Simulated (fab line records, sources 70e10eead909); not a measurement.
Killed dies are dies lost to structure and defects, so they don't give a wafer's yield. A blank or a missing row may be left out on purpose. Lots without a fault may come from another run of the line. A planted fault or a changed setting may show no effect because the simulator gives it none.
fab line records | flow nand_harc
record lots=6 wafers=18 last_day=34
route steps=1302 shown A_ONON_D2@554
lots that met no fault: from a run of the same line without faults
start_h: hours from the record's first day to the start of the lot's first wafer shown | wait_h: hours since the lot's step before | " the same as in the row above | L1.1+2: a row that stands for several wafers | - no value, or no start given | * or withheld: withheld | < > ~ a bound
route shown NAME@n: a module of which the file shows steps, and the number in the route of the first | usual: mean/standard deviation of fault-free wafers | same: alike in all rows | chamber/n: place in a boat | sites: the reading at each site | _std_site: their standard deviation | _edge_site: outer sites' mean less inner sites' | radius_mm: how far each site lies from the wafer's centre | mask NAME#n: copy n | behind: the tool/chamber that last shaped the wafer | hold: why the lot was held/for how many hours/how that ended | device: the transistor (n, p or np) that didn't switch | end of line: the same wafers' tests at the end of the route | a step without rows: its recipe alone | killed: dies lost to structure and defects at the first sort, not the wafer's yield | map: a wafer's dies, x killed, . not, _ none there
set.NAME: the setting as run; set.NAME@STEP: as run at that earlier step | model.NAME: the simulator's own value behind a step, which no gauge read
lots at some steps of the route; a table a step, a row a wafer
services: from which hour (start_h, from the record's first day; less than 0 if before it) a tool's chamber was out of use, for how many hours, and why
## steps
# step NHARC_A_ONON_D2_THK_MEAS_14
# recipe thk_meas_gauge=ellipsometry
# usual thk_nm=1001/13
# columns lot.wafer tool chamber start_h wait_h thk_nm
L483.1 film_metro-01 - 274.78 - 983
L483.2 " - " " 987
L483.4 " - " " 987
L485.1 film_metro-01 - 298.21 - 1024
L485.3 " - " " 1025
L485.4 " - " " 1026
L490.1 film_metro-02 - 348.76 - 997
L490.5 " - " " 996
L490.6 " - " " 997
L499.1 film_metro-02 - 450.01 - 1020
L499.3 " - " " 1019
L499.4 " - " " 1020
L503.2 film_metro-02 - 485.70 - 1006
L503.3 " - " " 1005
L503.6 " - " " 1009
L506.3 film_metro-01 - 514.94 - 1007
L506.4 " - " " 1006
L506.6 " - " " 1006
# step NHARC_A_ONON_D2_ANNEAL_15
# recipe temp_c=750 time_s=3600
# step NHARC_A_ONON_D2_DEP_16
# recipe target_thk_a=10000 n2_flow_sccm=2750 n2o_flow_sccm=2000 nh3_flow_sccm=500 sih4_flow_sccm=210 temp_c=400
# step NHARC_A_ONON_D2_THK_MEAS_18
# recipe thk_meas_gauge=ellipsometry
# usual thk_nm=998/11
# columns lot.wafer tool chamber start_h wait_h thk_nm
L483.1 film_metro-02 - 283.11 - 1009
L483.2 " - " " 1007
L483.4 " - " " 1008
L485.1 film_metro-02 - 305.59 - 990
L485.3 " - " " 988
L485.4 " - " " 989
L490.1 film_metro-01 - 356.22 - 990
L490.5 " - " " 990
L490.6 " - " " 991
L499.1 film_metro-02 - 457.40 - 1015
L499.3 " - " " 1014
L499.4 " - " " 1015
L503.2 film_metro-01 - 493.43 - 1008
L503.3 " - " " 1009
L503.6 " - " " 1008
L506.3 film_metro-01 - 525.10 - 1005
L506.4 " - " " 1004
L506.6 " - " " 1002
# step NHARC_A_ONON_D2_DEP_19
# recipe target_thk_a=10000 n2_flow_sccm=2750 n2o_flow_sccm=2000 nh3_flow_sccm=500 sih4_flow_sccm=210 temp_c=400
# step NHARC_A_ONON_D2_THK_MEAS_21
# recipe thk_meas_gauge=ellipsometry
# usual thk_nm=1001/7.4
# columns lot.wafer tool chamber start_h wait_h thk_nm
L483.1 film_metro-01 - 283.68 - 1005
L483.2 " - " " 1006
L483.4 " - " " 1004
L485.1 film_metro-01 - 306.15 - 994
L485.3 " - " " 995
L485.4 " - " " 996
L490.1 film_metro-02 - 356.79 - 1001
L490.5 " - " " 1003
L490.6 " - " " 1003
L499.1 film_metro-01 - 457.97 - 996
L499.3 " - " " 997
L499.4 " - " " 995
L503.2 film_metro-01 - 494.00 - 1009
L503.3 " - " " 1008
L503.6 " - " " 1009
L506.3 film_metro-02 - 525.66 - 995
L506.4 " - " " 995
L506.6 " - " " 994
# step NHARC_A_ONON_D2_DEP_22
# recipe target_thk_a=10000 n2_flow_sccm=2750 n2o_flow_sccm=2000 nh3_flow_sccm=500 sih4_flow_sccm=210 temp_c=400
# step NHARC_A_ONON_D2_THK_MEAS_24
# recipe thk_meas_gauge=ellipsometry
# usual thk_nm=1001/8.9
# columns lot.wafer tool chamber start_h wait_h thk_nm
L483.1 film_metro-01 - 284.25 - 1017
L483.2 " - " " 1019
L483.4 " - " " 1018
L485.1 film_metro-02 - 306.72 - 994
L485.3 " - " " 995
L485.4 " - " " 995
L490.1 film_metro-01 - 357.36 - 1013
L490.5 " - " " 1011
L490.6 " - " " 1013
L499.1 film_metro-02 - 458.53 - 1008
L499.3 " - " " 1009
L499.4 " - " " 1010
L503.2 film_metro-02 - 494.56 - 998
L503.3 " - " " 999
L503.6 " - " " 1000
L506.3 film_metro-01 - 526.22 - 1007
L506.4 " - " " 1007
L506.6 " - " " 1006
# step NHARC_A_ONON_D2_DEP_25
# recipe target_thk_a=10000 n2_flow_sccm=2750 n2o_flow_sccm=2000 nh3_flow_sccm=500 sih4_flow_sccm=210 temp_c=400
# step NHARC_A_ONON_D2_THK_MEAS_27
# recipe thk_meas_gauge=ellipsometry
# usual thk_nm=1001/10
# columns lot.wafer tool chamber start_h wait_h thk_nm
L483.1 film_metro-02 - 284.82 - 998
L483.2 " - " " 997
L483.4 " - " " 998
L485.1 film_metro-01 - 307.28 - 971
L485.3 " - " " 970
L485.4 " - " " 971
L490.1 film_metro-01 - 357.92 - 1002
L490.5 " - " " 1002
L490.6 " - " " 1003
L499.1 film_metro-01 - 459.09 - 1007
L499.3 " - " " 1006
L499.4 " - " " 1005
L503.2 film_metro-02 - 495.13 - 1007
L503.3 " - " " 1008
L503.6 " - " " 1008
L506.3 film_metro-01 - 526.79 - 992
L506.4 " - " " 994
L506.6 " - " " 993
# step NHARC_A_ONON_D2_DEP_28
# recipe target_thk_a=10000 n2_flow_sccm=2750 n2o_flow_sccm=2000 nh3_flow_sccm=500 sih4_flow_sccm=210 temp_c=400
# step NHARC_A_ONON_D2_THK_MEAS_30
# recipe thk_meas_gauge=ellipsometry
# usual thk_nm=1000/8.2
# columns lot.wafer tool chamber start_h wait_h thk_nm
L483.1 film_metro-02 - 285.39 - 997
L483.2 " - " " 998
L483.4 " - " " 997
L485.1 film_metro-01 - 307.85 - 1001
L485.3 " - " " 1003
L485.4 " - " " 1000
L490.1 film_metro-02 - 358.49 - 996
L490.5 " - " " 997
L490.6 " - " " 995
L499.1 film_metro-01 - 459.66 - 1004
L499.3 " - " " 1004
L499.4 " - " " 1005
L503.2 film_metro-02 - 495.70 - 1010
L503.3 " - " " 1010
L503.6 " - " " 1010
L506.3 film_metro-01 - 527.36 - 1002
L506.4 " - " " 1003
L506.6 " - " " 1002
# step NHARC_A_ONON_D2_DEP_33
# recipe target_thk_a=2000 temp_c=400 pressure_torr=6.5 rf_w=900 teos_flow_sccm=161.4 flow_sccm=2650 target_thk_nm=200 gas=O2 material=SiO2
# usual heater_power_w=609/120 rf_fwd_power_W=898.2/2.8 showerhead_vpp_V=1788/67 throttle_valve_pct=16.1/0.48
# columns lot.wafer tool chamber start_h wait_h heater_power_w rf_fwd_power_W showerhead_vpp_V since_wet_clean_h throttle_valve_pct
L483.1 pecvd-02 1 285.45 0.1 656 902.9 1808 45 15.8
L483.2 " 2 " " 758 900.1 1791 46 15.5
L483.4 " 2 " " 758 897.5 1806 - 15.5
L485.3 pecvd-03 2 307.96 0.1 416 895.6 1731 110 16.6
L485.1 " 0 " " 469 897.7 1843 110 16.2
L485.4 " 2 " " 423 896.0 1753 - 16.3
L490.1 pecvd-02 1 358.59 0.1 608 898.5 1831 119 15.6
L490.5 " 0 " " 678 897.4 1836 - 16.6
L490.6 " 2 " " 748 900.4 1824 - 15.6
L499.1 pecvd-03 1 459.72 0.1 397 1257.7 1915 80 16.1
L499.3 " 2 " " 372 1255.0 2057 80 16.1
L499.4 " 2 " " 392 1258.0 2055 - 16.3
L503.3 pecvd-03 2 495.75 0.1 288 1259.5 2034 116 16.2
L503.2 " 1 " " 529 1260.4 1932 116 16.2
L503.6 " 2 " " 309 1252.3 2027 - 16.3
L506.3 pecvd-01 2 527.50 0.1 459 892.6 1746 23 16.4
L506.6 " 0 " " 545 894.8 1762 - 15.6
L506.4 " 2 " " 455 897.5 1725 - 16.7
# step NHARC_A_ONON_D2_THK_MEAS_34
# recipe thk_meas_gauge=ellipsometry
# usual thk_nm=200.8/2.8
# columns lot.wafer tool chamber start_h wait_h thk_nm
L483.1 film_metro-02 - 285.86 - 199.9
L483.2 " - " " 195.7
L483.4 " - " " 201.4
L485.1 film_metro-02 - 308.32 - 196.4
L485.3 " - " " 198.7
L485.4 " - " " 201.9
L490.1 film_metro-02 - 358.96 - 198.2
L490.5 " - " " 203.8
L490.6 " - " " 200.6
L499.1 film_metro-01 - 460.13 - 219.6
L499.3 " - " " 219.0
L499.4 " - " " 225.3
L503.2 film_metro-01 - 496.17 - 221.8
L503.3 " - " " 219.9
L503.6 " - " " 225.0
L506.3 film_metro-01 - 527.83 - 198.7
L506.4 " - " " 200.2
L506.6 " - " " 200.6
## services
# columns tool chamber start_h hours kind
pecvd-03 - 275.16 1.3 repair
pecvd-01 - 311.00 13.0 pm
pecvd-01 0 311.00 13.0 vent_cycle
pecvd-01 1 311.00 13.0 vent_cycle
pecvd-03 - 366.57 13.0 pm
pecvd-03 0 366.57 13.0 vent_cycle
pecvd-03 1 366.57 13.0 vent_cycle
pecvd-03 2 366.57 13.0 vent_cycle
pecvd-03 0 379.57 - clean
pecvd-03 1 379.57 - clean
pecvd-03 2 379.57 - clean
pecvd-02 - 406.45 1.0 repair
pecvd-02 - 408.01 13.0 pm
pecvd-02 0 408.01 13.0 vent_cycle
pecvd-02 1 408.01 13.0 vent_cycle
pecvd-02 2 408.01 13.0 vent_cycle
pecvd-02 0 421.01 - clean
pecvd-02 1 421.01 - clean
pecvd-02 2 421.01 - clean
pecvd-03 - 449.71 0.7 repair
pecvd-03 2 466.45 5.7 repair
pecvd-02 - 477.80 1.5 repair
pecvd-03 - 485.79 0.9 repair
pecvd-01 - 492.00 13.0 pm
## key
first_sign step=NHARC_A_ONON_D2_DEP_33 reading=rf_fwd_power_W direction=up sigmas=99+ usual=* struck=*
effect step=NHARC_A_ONON_D2_DEP_33 reading=showerhead_vpp_V direction=up sigmas=3.2 usual=1788 struck=2003
effect step=NHARC_A_ONON_D2_THK_MEAS_34 reading=thk_nm direction=up sigmas=7.5 usual=200.8 struck=221.8
met_at NHARC_A_ONON_D2_DEP_33
struck_wafers L499.1,L499.3,L499.4,L503.2,L503.3,L503.6
tester_left_out L499,L503
onset_between 307.96 459.72
fault kind=process_parameter_drift tool=pecvd-03 chamber=- onset_h=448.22 steps=NHARC_A_ONON_D2_DEP_33 channel=rf_w offset=* shape=step end_h=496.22 acts_in=* stated=*
# tester_left_out: of these lots the tester's yield and bins aren't shown, on N5 and GAA mostly nor the transistor test; their killed dies are dies lost to structure and defects alone, not to doping, threshold or leakage, so they don't give the yield
